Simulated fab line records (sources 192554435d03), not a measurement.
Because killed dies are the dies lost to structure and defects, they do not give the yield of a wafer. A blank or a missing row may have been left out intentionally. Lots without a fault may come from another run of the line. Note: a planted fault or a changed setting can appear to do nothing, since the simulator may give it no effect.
Which tool did it? ; flow n5 finfet ; at 1 step of a route of 1938, 12 lots with 34 wafers sampled

WHAT THE GAUGES SHOWED, per wafer
N5_BEOL_M10_CD_MEAS_35: target cd 70 nm.
lot;measured;on;cd nm (nm)
L553;day 10 07:04;cd sem-03;69.8 69.5 69.5
L552;day 10 10:55;cd sem-03;68.8 71.2 69.1
L554;day 10 13:46;cd sem-03;70.2 70.1 69.3
L555;day 10 22:59;cd sem-03;69.4 69.3 69.7
L560;day 12 06:41;cd sem-02;70.2 69.1 69.6
L563;day 12 16:14;cd sem-01;69.3 70.8
L562;day 13 04:59;cd sem-03;69.4 69.7
L565;day 13 10:04;cd sem-01;71.7 71.8 69.1
L566;day 14 07:58;cd sem-03;70.4 70.1 70.4
L567;day 14 08:20;cd sem-02;69.8 70.4 69.9
L571;day 14 19:17;cd sem-02;70.6 69.0 70.6
L570;day 15 05:07;cd sem-01;71.4 70.5 70.0

EACH LOT AND THE TOOL THAT RAN IT (in order: tool; ch and the chambers of the sampled wafers; start)
There is no process step in the record ahead of these readings.

WHAT THE TOOLS THEMSELVES READ (means of the sampled wafers that have a number; where no wafer has one, the mark that the record gives instead)
The record holds no such reading with a usual standard deviation.

THE ANSWER, worked out from the rows above alone
Rule: what is usual is taken from the lots themselves. The widest of any qualifying gaps counts: lots, ordered by their means at a reading, are off when they make up no more than a third of the lots, leave a main group of 4 or more, and stand apart from it by 3 or more times the standard deviation of that group's means. The tables above print the reading to a certain number of digits; a main group whose means all agree to those digits is not used. Also off: a lot with no number at a reading for which 4 or more lots have one. All remaining lots with rows at the step are treated as sound. First the gauges in route order, then the tools' own readings, where a lot's mean is used as printed above. At the first step where some lot is off, the reading lying furthest off is the one used; lots without a number count as furthest.
No lot is off at any reading shown: from this, nothing can be told.

WHAT THE SIMULATOR HAD PUT IN
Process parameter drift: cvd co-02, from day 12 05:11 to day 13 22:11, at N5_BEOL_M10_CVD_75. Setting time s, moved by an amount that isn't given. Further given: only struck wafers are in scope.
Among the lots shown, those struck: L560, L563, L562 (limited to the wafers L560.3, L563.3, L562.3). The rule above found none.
